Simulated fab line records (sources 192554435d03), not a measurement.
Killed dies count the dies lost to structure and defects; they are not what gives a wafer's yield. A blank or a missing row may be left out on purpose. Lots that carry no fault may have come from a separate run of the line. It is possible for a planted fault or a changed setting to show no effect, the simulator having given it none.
2 desks looking at one fault + flow n5_finfet + what lay behind the numbers comes last; until then each desk has only its own

== TOOL OWNER'S DESK, pecvd-03 ==
The tool's own readings at N5_FIN_SAQP_PECVD_48 (deposits SiNx from SiH4/NH3/N2, target thk 25 nm, time 22.1 s): means of the sampled wafers that have a number, for each lot that ran on this tool. The brackets show how far a lot's mean lies from the usual mean; more than 4 standard deviations puts the lot out of limits, marked OUT.
Columns: A = chamber_pressure_Torr at N5_FIN_SAQP_PECVD_48, usual 1.500 Torr; B = heater_power_w at N5_FIN_SAQP_PECVD_48, usual 750 W; C = showerhead_plenum_p_Torr at N5_FIN_SAQP_PECVD_48, usual 5.13 Torr; D = throttle_valve_pct at N5_FIN_SAQP_PECVD_48, usual 40.2 %
| lot  | first seen here | A     | B   | C    | D    |
|------|-----------------|-------|-----|------|------|
| L137 | day 5 04:53     | 1.499 | 675 | 5.25 | 40.5 |
| L139 | day 5 15:17     | 1.501 | 737 | 5.20 | 39.8 |
| L142 | day 6 10:17     | 1.500 | 756 | 5.15 | 39.0 |
This desk's verdict: no lot among the 3 shows anything out of limits.

== THE METROLOGY DESK ==
Means of the sampled wafers that have a number, per lot and without regard to the tool the lot ran on: this is what the gauges read. The brackets show how far a lot's mean lies from the usual mean; more than 4 standard deviations puts the lot out of limits, marked OUT. Readings shown: 7 of its 10, picked as those furthest out on some lot.
Columns: A = DIBL_P at N5_BEOL_M4_RC_MEAS_101, usual 36.2 mV/V; B = IOFF_P at N5_BEOL_M4_RC_MEAS_101, usual 0.206 nA/um; C = ION_N at N5_BEOL_M4_RC_MEAS_101, usual 673 uA/um; D = ION_P at N5_BEOL_M4_RC_MEAS_101, usual 461 uA/um; E = SS_P at N5_BEOL_M4_RC_MEAS_101, usual 73.2 mV/dec; F = VT_N at N5_BEOL_M4_RC_MEAS_101, usual 249.9 mV; G = VT_P at N5_BEOL_M4_RC_MEAS_101, usual -250.6 mV
| lot  | first seen here | A    | B     | C   | D   | E    | F     | G      |
|------|-----------------|------|-------|-----|-----|------|-------|--------|
| L137 | day 11 07:11    | 35.3 | 0.200 | 668 | 452 | 73.5 | 251.5 | -251.3 |
| L139 | day 11 23:23    | 35.9 | 0.230 | 679 | 470 | 72.8 | 248.1 | -246.3 |
| L141 | day 12 04:20    | 37.1 | 0.203 | 675 | 460 | 73.0 | 249.1 | -250.9 |
| L142 | day 12 07:16    | 36.0 | 0.213 | 674 | 465 | 73.0 | 249.9 | -248.5 |
This desk's verdict: no lot among the 4 shows anything out of limits.

== TAKEN TOGETHER ==
Nothing out of limits was seen by the tool owner's desk.
At the metrology desk, nothing out of limits was observed.

== WHAT WAS PUT IN BY THE SIMULATOR ==
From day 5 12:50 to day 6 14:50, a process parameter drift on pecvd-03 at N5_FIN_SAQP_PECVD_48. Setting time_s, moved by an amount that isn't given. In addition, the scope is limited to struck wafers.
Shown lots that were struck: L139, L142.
